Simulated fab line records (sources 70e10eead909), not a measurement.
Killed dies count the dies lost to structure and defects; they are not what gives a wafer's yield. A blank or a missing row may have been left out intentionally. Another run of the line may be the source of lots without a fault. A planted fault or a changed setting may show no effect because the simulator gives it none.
Matching of chambers | flow nand-harc | rie-diel-12 running NHARC_A_CONTACT_DESCUM_74: 4 sister chambers
The step chemistry O2, time 3 s. 8 wafers are shown with their chamber, then 7 later ones without.

WAFERS, EACH WITH ITS CHAMBER
wafer  | chamber | showerhead-plenum-p-Torr (Torr) | oes-product-au (a.u.)
L602.3 | 1       | 1.89                            | 1.008
L606.4 | 2       | 1.79                            | 1.020
L606.6 | 0       | 1.83                            | 0.995
L609.1 | 0       | 1.83                            | 0.990
L609.3 | 3       | 1.98                            | 0.991
L609.5 | 2       | 1.78                            | 1.018
L615.1 | 3       | 1.97                            | 1.014
L615.3 | 1       | 1.88                            | 0.995

WAFERS WITHOUT THEIR CHAMBER
wafer  | showerhead-plenum-p-Torr (Torr) | oes-product-au (a.u.)
L615.4 | 1.78                            | 1.026
L618.3 | 1.97                            | 0.994
L618.4 | 1.83                            | 0.999
L618.5 | 1.83                            | 0.996
L620.1 | 1.88                            | 0.983
L620.2 | 1.78                            | 1.013
L620.6 | 1.97                            | 0.994

CHAMBER TAKEN BY EACH
wafer  | from the rows above | in truth
L615.4 | 2                   | 2
L618.3 | 3                   | 3
L618.4 | 0                   | 0
L618.5 | 0                   | 0
L620.1 | 1                   | 1
L620.2 | 2                   | 2
L620.6 | 3                   | 3
Correctly placed: 7 of 7. Can't be placed from these rows: 0. Number placed wrongly: 0.
How it was worked out, from the rows above alone: a wafer's distance from a chamber is the root of the sum, over the readings, of the square of ((its reading less the chamber's mean) divided by the reading's scatter). The wafer belongs to the nearest chamber; if the next one is less than 2 further off, it can't be placed. A chamber's mean is the mean of its shown wafers. How the scatter is found: for the shown wafers, subtract from each reading the mean of its chamber, square and add these, divide the total by (wafers less chambers), then take the root.
